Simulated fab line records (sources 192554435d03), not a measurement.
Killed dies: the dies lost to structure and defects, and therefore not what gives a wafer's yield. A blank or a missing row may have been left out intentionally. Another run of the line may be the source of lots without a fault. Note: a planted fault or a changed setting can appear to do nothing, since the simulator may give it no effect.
Split-lot trial	flow n5-finfet	7 lots, 39 wafers read, on a route of 1938 steps

THE SPLIT
At N5_BEOL_M1_PECVD_72 (deposits SiO2 from TEOS/O2, target thk 16 nm, time 18 s), the setting time-s was moved away from the recipe's 18 s on 15 of the 39 wafers read, by -50.1% to +26.2%. The other wafers ran this setting at the recipe's value.

The split's own step is where the reading is taken.

THE READING
SiO2_of_BEOL_M1_PECVD_72.thk-nm (the simulator's own value, which no gauge read), in nm, at N5_BEOL_M1_PECVD_72 (deposits SiO2 from TEOS/O2, target thk 16 nm, time 18 s). There is no usual value for it anywhere in the file. Here, 24 wafers ran the recipe; their average is 16.0 nm with a standard deviation of 0.18 nm.

wafer	tool, chamber at the split	time-s as run, s	against the recipe	SiO2_of_BEOL_M1_PECVD_72.thk-nm, nm	against lot-mates on the recipe
L075.2	pecvd-01, 1,1,2	18	recipe	16	-
L075.4	pecvd-01, 1,1,2	18	recipe	16	-
L075.5	pecvd-01, 1,1,2	18	recipe	16	-
L076.1	pecvd-01, 0,2	9.288	-48.4%	8.4	-7.6
L076.3	pecvd-01, 0,2	9.288	-48.4%	8.4	-7.6
L076.2	pecvd-01, 1,0,2	18	recipe	16	-
L076.4	pecvd-01, 1,0,2	18	recipe	16	-
L076.5	pecvd-01, 1,0,2	18	recipe	16	-
L076.6	pecvd-01, 1	9.288	-48.4%	8.8	-7.2
L080.1	pecvd-02, 1	18	recipe	16	-
L080.5	pecvd-02, 1	18	recipe	16	-
L080.2	pecvd-02, 2,0	22.7	+26.1%	20	+3.9
L080.4	pecvd-02, 2,0	22.7	+26.1%	20	+3.9
L080.3	pecvd-02, 0	22.7	+26.1%	19.8	+3.7
L080.6	pecvd-02, 2	18	recipe	16.2	-
L085.1	pecvd-01, 0	18	recipe	15.8	-
L085.2	pecvd-01, 1	18	recipe	16.2	-
L085.6	pecvd-01, 1	18	recipe	16.2	-
L085.3	pecvd-01, 2	18	recipe	15.6	-
L085.4	pecvd-01, 0,2	18	recipe	16	-
L085.5	pecvd-01, 0,2	18	recipe	16	-
L087.1	pecvd-01, 0	18	recipe	15.6	-
L087.2	pecvd-01, 2	9.094	-49.5%	8	-7.8
L087.3	pecvd-01, 1	9.094	-49.5%	8.2	-7.6
L087.4	pecvd-01, 1	9.094	-49.5%	8.6	-7.2
L087.5	pecvd-01, 2	18	recipe	15.8	-
L087.6	pecvd-01, 0	18	recipe	16	-
L090.1	pecvd-02, 0	18	recipe	15.8	-
L090.6	pecvd-02, 0	18	recipe	15.8	-
L090.2	pecvd-02, 2,1	8.981	-50.1%	8.2	-7.7
L090.3	pecvd-02, 2,1	8.981	-50.1%	8.2	-7.7
L090.4	pecvd-02, 1	18	recipe	16.2	-
L090.5	pecvd-02, 2	8.981	-50.1%	8.4	-7.5
L091.1	pecvd-03, 1,2	18	recipe	16	-
L091.2	pecvd-03, 1,2	18	recipe	16	-
L091.3	pecvd-03, 0	22.72	+26.2%	19.8	+3.7
L091.4	pecvd-03, 2,0	22.72	+26.2%	20.4	+4.3
L091.6	pecvd-03, 2,0	22.72	+26.2%	20.4	+4.3
L091.5	pecvd-03, 1	18	recipe	16.4	-
When a row names more than one chamber, that row covers several wafers, and the file does not tell which wafer ran in which chamber.

FIT RESULTS
A straight line over all 39 wafers: SiO2_of_BEOL_M1_PECVD_72.thk-nm changes by +0.155 nm for each +1% of time-s; r = +1.00; the points scatter about the line by 0.2 nm.
The same after taking each lot's own level away (the mean of its wafers on the recipe; 39 wafers): +0.153 nm for each +1%; r = +1.00; scatter 0.18 nm.
Per that fit: largest time-s move, reading shift of 7.7 nm.
The lots' own levels span 15.80 to 16.13 nm, that is 1.8 times the standard deviation above.
Hence the lot-to-lot level has little effect on the slope; both slopes agree.
Check: with one of the wafers moved furthest among these (-50.1%) left out of the fit, the line predicts -7.66 nm for it against its lot-mates. It came out at -7.73 nm against them.

ADDITIONAL SPLITS CARRIED BY THESE WAFERS
These wafers also went through other splits before the reading. Each is held against what the fit with the lots' levels taken away leaves over:
other split on the same wafers	wafers away from the commonest value	r with SiO2_of_BEOL_M1_PECVD_72.thk-nm (lot level and that fit taken away)
N5_MOL_CONTACT_COAG_ALD_131 ald-cycles	12	-0.06

FILE'S OWN FIT
SiO2_of_BEOL_M1_PECVD_72.thk-nm changes by +0.153 nm for each +1% of time-s, r = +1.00.
